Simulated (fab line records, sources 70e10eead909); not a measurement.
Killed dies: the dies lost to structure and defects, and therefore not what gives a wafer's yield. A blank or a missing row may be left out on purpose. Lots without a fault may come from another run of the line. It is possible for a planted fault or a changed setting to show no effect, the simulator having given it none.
fab line records	flow nand_harc	part 2 of 2: steps 4 to 6 of 6
[record] lots = 24	wafers = 72	last_day = 34
route steps=1302 shown P_ZERO_WELL@17 P_STI@87 P_GATE@122
lots that met no fault: taken from a fault-free run of the same line
start_h: hours from the record's opening day to when the first of the lot's shown wafers began	wait_h: hours from the lot's prior step to this one	" identical to the entry in the row above	L1.1+2: a single row standing in for several wafers	- no value, or no start was given	* or withheld: withheld	< > ~ a bound
route shown NAME@n: names a module that has steps shown in the file, with the first one's number in the route	usual: mean/standard deviation taken from wafers without a fault	same: alike in all rows	chamber/n: place in a boat	sites: the reading at each site	_std_site: the standard deviation of these	_edge_site: inner sites' mean taken away from outer sites' mean	radius_mm: for every site, how far away it sits from the centre of the wafer	mask NAME#n: copy n	behind: the most recent tool/chamber to have shaped the wafer	hold: reason for holding the lot/hours on hold/outcome of the hold	device: whichever transistor did not switch (one of n, p or np)	end of line: at the end of the route, the tests of the same wafers	a step with no rows: only its recipe	killed: the dies lost at the first sort to structure and to defects; this is not the yield of the wafer	map: the dies of a wafer, with x for killed, . for not killed, _ for no die there
set.NAME: the setting as run; set.NAME@STEP: as run at that earlier step	model.NAME: the simulator's own value behind a step, which no gauge read
one table for each step of the route and one row for each wafer, over a sample of lots
services: a tool's chamber out of use, with start hour (start_h, from the record's first day; less than 0 if before it), hours out, and reason
[[steps]]
[step NHARC_P_STI_DESCUM_14]
[recipe] time_s = 3	o2_flow_sccm = 200	ar_flow_sccm = 0	bias_power_w = 0	chemistry = O2
[usual] chamber_pressure_mTorr = 60.01/0.056	drypump_motor_current_A = 5.7/0.48	oes_product_au = 0.995/0.0094	rf_vpp_V = 57.8/0.91	showerhead_plenum_p_Torr = 1.94/0.077	throttle_valve_pct = 11.312/0.009
[same] bias_power_w = 0
lot.wafer	tool	chamber	start_h	wait_h	chamber_pressure_mTorr	drypump_motor_current_A	oes_product_au	rf_hours_counter_h	rf_vpp_V	showerhead_plenum_p_Torr	throttle_valve_pct
L074.1	rie_diel-06	2	45.66	-	59.96	6.0	0.990	4	57.6	1.86	11.314
L074.3	"	0	"	"	60.07	5.3	0.999	4	59.0	2.02	11.321
L074.6	"	3	"	"	60.08	5.2	1.006	-	57.4	1.82	11.296
L075.2	rie_diel-06	3	56.55	-	60.02	5.2	1.001	6	57.8	1.82	11.289
L075.1	"	1	"	"	60.09	5.8	0.988	5	57.1	1.92	11.313
L075.5	"	0	"	"	59.92	5.3	0.990	-	57.8	2.02	11.315
L076.3	rie_diel-11	1	65.37	-	59.97	5.5	0.983	7	56.8	1.85	11.321
L076.2	"	0	"	"	60.10	5.1	1.014	6	58.1	1.98	11.309
L076.5	"	2	"	"	60.05	6.2	0.988	-	57.6	1.94	11.310
L077.3	rie_diel-06	0	73.06	-	60.06	5.3	0.997	6	57.1	2.02	11.302
L077.2	"	2	"	"	59.97	6.0	0.975	6	59.7	1.86	11.314
L077.1	"	3	"	"	59.99	5.3	1.001	7	56.5	1.82	11.305
L078.2	rie_diel-11	1	88.41	-	60.01	5.4	0.983	0	58.4	1.85	11.328
L078.4	"	2	"	"	60.03	6.3	1.000	0	58.0	1.94	11.300
L078.6	"	0	"	"	60.02	5.1	0.997	-	58.5	1.98	11.320
L079.3	rie_diel-06	2	93.93	-	59.96	6.0	0.969	7	57.8	1.86	11.310
L079.5	"	0	"	"	59.87	5.3	0.975	-	58.6	2.02	11.303
L079.6	"	2	"	"	59.92	6.0	0.979	-	58.2	1.86	11.321
L080.1	rie_diel-11	1	102.65	-	59.93	5.4	0.994	1	57.3	1.85	11.304
L080.3	"	3	"	"	60.02	6.3	1.006	1	57.9	2.07	11.306
L080.6	"	1	"	"	59.97	5.5	0.992	-	56.5	1.85	11.310
L081.2	rie_diel-11	3	114.31	-	59.92	6.3	1.008	1	58.0	2.07	11.318
L081.4	"	1	"	"	60.05	5.5	0.999	1	57.0	1.85	11.318
L081.5	"	3	"	"	60.03	6.3	1.001	-	58.9	2.07	11.319
L082.2	rie_diel-11	0	123.74	-	59.92	5.1	0.988	2	56.4	1.98	11.311
L082.4	"	1	"	"	59.97	5.4	1.008	2	57.6	1.84	11.287
L082.6	"	2	"	"	60.10	6.3	0.994	-	59.0	1.94	11.298
L083.4	rie_diel-11	1	134.43	-	60.04	5.4	0.990	2	56.4	1.84	11.309
L083.3	"	2	"	"	60.02	6.3	0.982	2	56.5	1.94	11.316
L083.1	"	3	"	"	59.98	6.3	1.000	2	57.7	2.07	11.308
L084.3	rie_diel-10	1	142.39	-	60.02	5.4	0.997	5	58.0	1.98	11.304
L084.6	"	2	"	"	59.93	4.7	0.991	-	57.5	1.87	11.331
L084.5	"	3	"	"	60.02	5.7	0.985	-	58.6	1.92	11.311
L085.1	rie_diel-11	0	152.00	-	60.00	5.0	1.000	3	56.6	1.98	11.315
L085.5	"	3	"	"	59.86	6.3	0.992	-	56.7	2.07	11.301
L085.6	"	0	"	"	59.98	5.1	0.992	-	58.8	1.98	11.310
L086.1	rie_diel-06	2	162.48	-	60.03	6.0	0.987	1	57.5	1.86	11.314
L086.6	"	1	"	"	60.10	5.8	0.995	-	58.2	1.91	11.304
L086.5	"	2	"	"	59.96	6.0	0.988	-	57.5	1.86	11.305
L087.1	rie_diel-06	0	174.25	-	60.08	5.4	0.993	2	59.7	2.02	11.310
L087.3	"	1	"	"	59.95	5.8	0.992	2	57.1	1.92	11.317
L087.6	"	2	"	"	60.07	6.0	0.999	-	59.1	1.86	11.316
L088.4	rie_diel-11	2	182.52	-	60.06	6.2	0.998	3	58.2	1.94	11.307
L088.5	"	2	"	"	59.95	6.2	0.998	-	58.7	1.94	11.318
L088.6	"	3	"	"	59.99	6.3	1.020	-	58.1	2.07	11.326
L089.3	rie_diel-11	2	194.31	-	60.02	6.2	0.996	4	58.3	1.94	11.295
L089.6	"	2	"	"	59.97	6.3	0.989	-	58.9	1.94	11.314
L089.5	"	3	"	"	60.01	6.3	0.991	-	58.6	2.07	11.312
L090.2	rie_diel-10	0	207.62	-	59.97	5.8	0.996	12	58.6	2.01	11.313
L090.4	"	1	"	"	59.98	5.5	0.991	10	58.3	1.97	11.292
L090.3	"	2	"	"	60.06	4.7	0.991	9	59.2	1.87	11.312
L091.3	rie_diel-10	1	212.84	-	60.03	5.4	1.017	12	58.2	1.97	11.310
L091.5	"	3	"	"	60.04	5.7	0.999	-	57.9	1.92	11.319
L091.6	"	0	"	"	60.05	5.9	0.997	-	57.8	2.01	11.313
L092.3	rie_diel-10	3	222.75	-	60.05	5.7	1.003	12	58.2	1.92	11.302
L092.6	"	0	"	"	60.08	5.8	0.999	-	59.1	2.01	11.321
L092.5	"	1	"	"	60.01	5.4	0.990	-	56.8	1.97	11.316
L093.3	rie_diel-10	1	235.28	-	59.99	5.4	1.009	13	58.5	1.97	11.317
L093.1	"	0	"	"	59.99	5.8	0.998	15	58.5	2.01	11.319
L093.6	"	2	"	"	60.11	4.7	0.990	-	56.6	1.87	11.304
L094.2	rie_diel-06	1	243.64	-	60.11	5.8	0.996	6	57.1	1.91	11.332
L094.4	"	2	"	"	60.02	6.0	0.989	5	58.0	1.86	11.315
L094.6	"	2	"	"	60.04	6.0	0.998	-	58.1	1.86	11.309
L095.3	rie_diel-10	2	256.66	-	60.08	4.7	0.986	1	57.0	1.87	11.321
L095.2	"	0	"	"	59.86	5.8	1.013	1	57.9	2.01	11.307
L095.5	"	3	"	"	59.95	5.7	1.009	-	58.0	1.92	11.305
L096.1	rie_diel-11	3	264.73	-	60.04	6.3	1.004	0	56.8	2.06	11.307
L096.3	"	0	"	"	60.11	5.1	1.006	0	56.8	1.98	11.313
L096.2	"	1	"	"	60.02	5.4	0.974	0	56.1	1.84	11.303
L097.4	rie_diel-11	1	277.63	-	59.99	5.4	0.978	0	57.5	1.84	11.320
L097.2	"	2	"	"	60.09	6.3	0.997	0	59.0	1.93	11.319
L097.6	"	1	"	"	60.00	5.4	0.976	-	59.1	1.84	11.314
[step NHARC_P_GATE_CD_MEAS_11]
[recipe] target_cd_nm = 1640	landing_energy_ev = 500
[usual] cd_nm = 1640.8/2.9
lot.wafer	tool	chamber	start_h	wait_h	cd_nm
L074.1	cd_sem-02	0	85.74	-	1637.4
L074.3	"	0	"	"	1642.5
L074.6	"	0	"	"	1638.5
L075.1	cd_sem-03	0	93.10	-	1641.6
L075.2	"	0	"	"	1636.8
L075.5	"	0	"	"	1638.8
L077.1	cd_sem-01	0	106.22	-	1645.3
L077.2	"	0	"	"	1642.3
L077.3	"	0	"	"	1647.8
L076.2	cd_sem-03	0	106.39	-	1639.5
L076.3	"	0	"	"	1640.3
L076.5	"	0	"	"	1639.5
L079.3	cd_sem-01	0	127.27	-	1640.0
L079.5	"	0	"	"	1641.8
L079.6	"	0	"	"	1641.5
L078.2	cd_sem-02	0	127.32	-	1642.9
L078.4	"	0	"	"	1635.2
L078.6	"	0	"	"	1640.1
L080.1	cd_sem-03	0	140.83	-	1637.6
L080.3	"	0	"	"	1638.4
L080.6	"	0	"	"	1639.9
L081.2	cd_sem-03	0	155.69	-	1646.7
L081.4	"	0	"	"	1640.3
L081.5	"	0	"	"	1645.9
L082.2	cd_sem-02	0	160.11	-	1639.4
L082.4	"	0	"	"	1636.9
L082.6	"	0	"	"	1644.7
L083.1	cd_sem-02	0	171.90	-	1639.7
L083.3	"	0	"	"	1638.9
L083.4	"	0	"	"	1641.7
L084.3	cd_sem-02	0	179.17	-	1646.9
L084.5	"	0	"	"	1642.7
L084.6	"	0	"	"	1646.0
L085.1	cd_sem-03	0	187.51	-	1638.9
L085.5	"	0	"	"	1640.9
L085.6	"	0	"	"	1638.8
L086.1	cd_sem-02	0	200.39	-	1642.5
L086.5	"	0	"	"	1637.2
L086.6	"	0	"	"	1645.3
L087.1	cd_sem-03	0	209.37	-	1641.8
L087.3	"	0	"	"	1645.5
L087.6	"	0	"	"	1644.6
L088.4	cd_sem-01	0	226.94	-	1641.5
L088.5	"	0	"	"	1640.4
L088.6	"	0	"	"	1639.6
L089.3	cd_sem-01	0	227.10	-	1647.4
L089.5	"	0	"	"	1643.0
L089.6	"	0	"	"	1645.6
L090.2	cd_sem-02	0	248.64	-	1642.9
L090.3	"	0	"	"	1638.6
L090.4	"	0	"	"	1639.4
L091.3	cd_sem-01	0	251.96	-	1638.8
L091.5	"	0	"	"	1636.7
L091.6	"	0	"	"	1639.5
L092.3	cd_sem-02	0	259.58	-	1639.3
L092.5	"	0	"	"	1637.7
L092.6	"	0	"	"	1638.7
L093.1	cd_sem-02	0	273.52	-	1635.4
L093.3	"	0	"	"	1637.5
L093.6	"	0	"	"	1642.1
L094.2	cd_sem-03	0	278.97	-	1637.3
L094.4	"	0	"	"	1641.5
L094.6	"	0	"	"	1638.5
L095.2	cd_sem-02	0	295.78	-	1643.6
L095.3	"	0	"	"	1640.9
L095.5	"	0	"	"	1640.5
L096.1	cd_sem-02	0	300.79	-	1636.1
L096.2	"	0	"	"	1638.6
L096.3	"	0	"	"	1641.4
L097.2	cd_sem-02	0	315.17	-	1637.6
L097.4	"	0	"	"	1643.0
L097.6	"	0	"	"	1641.6
[step NHARC_P_GATE_HM_DEP_102]
[recipe] target_thk_a = 1200	temp_c = 400	material = aC
[usual] throttle_valve_pct = 35.000/0.0089
lot.wafer	tool	chamber	start_h	wait_h	throttle_valve_pct
L074.1	acl_dep-02	0	101.86	1.2	35.001
L074.3	"	0	"	"	35.000
L074.6	"	0	"	"	35.002
L075.1	acl_dep-01	0	105.73	0.4	35.015
L075.2	"	0	"	"	35.008
L075.5	"	0	"	"	35.005
L076.2	acl_dep-01	0	123.15	4.8	35.010
L076.3	"	0	"	"	35.001
L076.5	"	0	"	"	35.007
L077.1	acl_dep-01	0	123.69	5.3	34.990
L077.2	"	0	"	"	34.995
L077.3	"	0	"	"	35.023
L079.3	acl_dep-01	0	145.10	3.6	34.999
L079.5	"	0	"	"	35.010
L079.6	"	0	"	"	34.992
L078.2	acl_dep-03	0	145.25	3.8	35.005
L078.4	"	0	"	"	34.981
L078.6	"	0	"	"	34.999
L080.1	acl_dep-01	0	153.84	0.4	35.005
L080.3	"	0	"	"	35.003
L080.6	"	0	"	"	34.992
L081.2	acl_dep-03	0	168.35	0.5	35.007
L081.4	"	0	"	"	34.989
L081.5	"	0	"	"	34.999
L082.2	acl_dep-03	0	172.72	0.5	35.004
L082.4	"	0	"	"	34.998
L082.6	"	0	"	"	35.003
L083.1	acl_dep-03	0	184.98	0.4	34.980
L083.3	"	0	"	"	34.988
L083.4	"	0	"	"	35.017
L084.3	acl_dep-03	0	196.52	4.9	35.005
L084.5	"	0	"	"	34.998
L084.6	"	0	"	"	34.988
L085.1	acl_dep-02	0	207.13	6.4	34.994
L085.5	"	0	"	"	35.002
L085.6	"	0	"	"	34.986
L086.1	acl_dep-03	0	212.90	0.4	35.007
L086.5	"	0	"	"	34.997
L086.6	"	0	"	"	34.991
L087.1	acl_dep-03	0	223.49	0.4	34.988
L087.3	"	0	"	"	35.007
L087.6	"	0	"	"	34.995
L089.3	acl_dep-03	0	240.28	1.1	35.000
L089.5	"	0	"	"	35.013
L089.6	"	0	"	"	35.021
L088.4	acl_dep-03	0	241.03	1.9	35.005
L088.5	"	0	"	"	34.995
L088.6	"	0	"	"	35.005
L090.2	acl_dep-02	0	264.36	3.4	35.017
L090.3	"	0	"	"	35.010
L090.4	"	0	"	"	35.004
L091.3	acl_dep-02	0	265.13	0.6	34.993
L091.5	"	0	"	"	35.004
L091.6	"	0	"	"	34.994
L092.3	acl_dep-03	0	272.56	0.6	35.004
L092.5	"	0	"	"	35.008
L092.6	"	0	"	"	34.985
L093.1	acl_dep-03	0	286.97	0.4	35.002
L093.3	"	0	"	"	35.000
L093.6	"	0	"	"	34.983
L094.2	acl_dep-02	0	291.82	0.6	35.005
L094.4	"	0	"	"	35.000
L094.6	"	0	"	"	35.009
L095.2	acl_dep-02	0	315.52	6.1	35.003
L095.3	"	0	"	"	34.997
L095.5	"	0	"	"	34.993
L096.1	acl_dep-01	0	318.12	5.1	35.011
L096.2	"	0	"	"	34.999
L096.3	"	0	"	"	34.999
L097.2	acl_dep-01	0	329.10	0.5	35.002
L097.4	"	0	"	"	35.005
L097.6	"	0	"	"	35.001
[[services]]
tool	chamber	start_h	hours	kind
rie_diel-04	-	1.19	9.0	pm
rie_diel-13	3	16.38	2.6	repair
rie_diel-11	3	21.14	29.2	repair
rie_diel-09	3	44.12	10.3	repair
rie_diel-11	-	78.50	9.0	pm
rie_diel-11	2	93.13	9.7	repair
rie_diel-09	1	99.79	8.2	repair
acl_dep-03	-	122.90	13.0	pm
rie_diel-09	-	143.10	9.0	pm
rie_diel-13	-	165.16	9.0	pm
rie_diel-09	0	171.32	3.0	repair
acl_dep-03	-	177.87	3.1	repair
rie_diel-04	1	178.82	8.6	repair
rie_diel-04	-	180.14	9.0	pm
rie_diel-11	0	195.91	6.3	repair
rie_diel-04	-	227.12	0.1	repair
rie_diel-11	-	255.50	9.0	pm
rie_diel-09	2	261.33	4.3	repair
rie_diel-13	0	298.47	3.4	repair
rie_diel-13	2	300.65	10.0	repair
acl_dep-03	-	304.61	13.0	pm
rie_diel-09	-	318.44	0.7	repair
rie_diel-09	-	320.14	9.0	pm
rie_diel-11	-	322.21	0.6	repair
